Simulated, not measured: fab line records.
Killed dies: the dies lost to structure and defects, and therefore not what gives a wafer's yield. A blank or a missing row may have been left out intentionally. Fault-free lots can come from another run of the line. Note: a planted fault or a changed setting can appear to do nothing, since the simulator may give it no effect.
Chamber matching || flow n5_finfet || N5_BEOL_M6_STRIP_19 on rie_diel-03 has 4 sister chambers
The step strips in O2. 14 wafers are shown with their chamber, then 7 later ones without.

== WAFERS PAIRED WITH THEIR CHAMBERS ==
{"wafer": "L075.1", "chamber": 3, "showerhead_plenum_p_Torr (Torr)": 2.14, "throttle_valve_pct (%)": 16.71, "oes_product_au (a.u.)": 0.92}
{"wafer": "L075.2", "chamber": 1, "showerhead_plenum_p_Torr (Torr)": 2.16, "throttle_valve_pct (%)": 17.00, "oes_product_au (a.u.)": 0.68}
{"wafer": "L075.6", "chamber": 0, "showerhead_plenum_p_Torr (Torr)": 2.09, "throttle_valve_pct (%)": 16.92, "oes_product_au (a.u.)": 0.70}
{"wafer": "L076.3", "chamber": 3, "showerhead_plenum_p_Torr (Torr)": 2.14, "throttle_valve_pct (%)": 16.72, "oes_product_au (a.u.)": 0.91}
{"wafer": "L076.4", "chamber": 3, "showerhead_plenum_p_Torr (Torr)": 2.14, "throttle_valve_pct (%)": 16.71, "oes_product_au (a.u.)": 0.91}
{"wafer": "L076.6", "chamber": 2, "showerhead_plenum_p_Torr (Torr)": 2.12, "throttle_valve_pct (%)": 16.31, "oes_product_au (a.u.)": 0.87}
{"wafer": "L078.2", "chamber": 2, "showerhead_plenum_p_Torr (Torr)": 2.12, "throttle_valve_pct (%)": 16.29, "oes_product_au (a.u.)": 0.86}
{"wafer": "L078.3", "chamber": 3, "showerhead_plenum_p_Torr (Torr)": 2.14, "throttle_valve_pct (%)": 16.71, "oes_product_au (a.u.)": 0.90}
{"wafer": "L078.6", "chamber": 1, "showerhead_plenum_p_Torr (Torr)": 2.16, "throttle_valve_pct (%)": 16.58, "oes_product_au (a.u.)": 1.03}
{"wafer": "L083.2", "chamber": 3, "showerhead_plenum_p_Torr (Torr)": 2.13, "throttle_valve_pct (%)": 16.73, "oes_product_au (a.u.)": 0.88}
{"wafer": "L083.5", "chamber": 2, "showerhead_plenum_p_Torr (Torr)": 2.11, "throttle_valve_pct (%)": 16.34, "oes_product_au (a.u.)": 0.85}
{"wafer": "L083.6", "chamber": 1, "showerhead_plenum_p_Torr (Torr)": 2.15, "throttle_valve_pct (%)": 16.60, "oes_product_au (a.u.)": 0.95}
{"wafer": "L084.1", "chamber": 3, "showerhead_plenum_p_Torr (Torr)": 2.13, "throttle_valve_pct (%)": 16.76, "oes_product_au (a.u.)": 0.88}
{"wafer": "L084.3", "chamber": 2, "showerhead_plenum_p_Torr (Torr)": 2.11, "throttle_valve_pct (%)": 16.34, "oes_product_au (a.u.)": 0.84}

SIGNATURES, as means of the wafers listed above
{"reading": "showerhead_plenum_p_Torr", "chamber 0": 2.0900, "chamber 1": 2.1567, "chamber 2": 2.1150, "chamber 3": 2.1367, "scatter within a chamber": 0.00548}
{"reading": "throttle_valve_pct", "chamber 0": 16.9200, "chamber 1": 16.7267, "chamber 2": 16.3200, "chamber 3": 16.7233, "scatter within a chamber": 0.108}
{"reading": "oes_product_au", "chamber 0": 0.7000, "chamber 1": 0.8867, "chamber 2": 0.8550, "chamber 3": 0.9000, "scatter within a chamber": 0.0832}
Rule: a wafer's distance from a chamber is the root of the sum, over the readings, of the square of ((its reading less the chamber's mean) divided by the reading's scatter). If the next closest chamber is less than 2 further off than the closest, the wafer can't be placed; otherwise it belongs to the closest. The scatter is the square root of a quotient: the sum, over the shown wafers, of each reading's squared deviation from its chamber's mean, divided by wafers minus chambers.

== WAFERS WITHOUT THEIR CHAMBER ==
{"wafer": "L084.6", "showerhead_plenum_p_Torr (Torr)": 2.11, "throttle_valve_pct (%)": 16.36, "oes_product_au (a.u.)": 0.84}
{"wafer": "L093.2", "showerhead_plenum_p_Torr (Torr)": 2.11, "throttle_valve_pct (%)": 16.37, "oes_product_au (a.u.)": 0.83}
{"wafer": "L093.4", "showerhead_plenum_p_Torr (Torr)": 2.14, "throttle_valve_pct (%)": 16.64, "oes_product_au (a.u.)": 0.93}
{"wafer": "L093.6", "showerhead_plenum_p_Torr (Torr)": 2.14, "throttle_valve_pct (%)": 16.64, "oes_product_au (a.u.)": 0.91}
{"wafer": "L095.1", "showerhead_plenum_p_Torr (Torr)": 2.10, "throttle_valve_pct (%)": 16.39, "oes_product_au (a.u.)": 0.82}
{"wafer": "L095.2", "showerhead_plenum_p_Torr (Torr)": 2.12, "throttle_valve_pct (%)": 16.78, "oes_product_au (a.u.)": 0.84}
{"wafer": "L095.4", "showerhead_plenum_p_Torr (Torr)": 2.14, "throttle_valve_pct (%)": 16.64, "oes_product_au (a.u.)": 0.90}

== WHICH CHAMBER EACH ONE RAN IN ==
{"wafer": "L084.6", "from the rows above": 2, "in truth": 2}
{"wafer": "L093.2", "from the rows above": 2, "in truth": 2}
{"wafer": "L093.4", "from the rows above": 3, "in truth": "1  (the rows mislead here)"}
{"wafer": "L093.6", "from the rows above": 3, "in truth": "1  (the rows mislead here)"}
{"wafer": "L095.1", "from the rows above": 2, "in truth": 2}
{"wafer": "L095.2", "from the rows above": "can't be placed: 3 or 2", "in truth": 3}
{"wafer": "L095.4", "from the rows above": 3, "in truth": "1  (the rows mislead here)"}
Placed correctly: 3 of 7. Cannot be placed on the basis of these rows: 1; the candidates contain the true chamber in 1. Placed wrongly: 3.
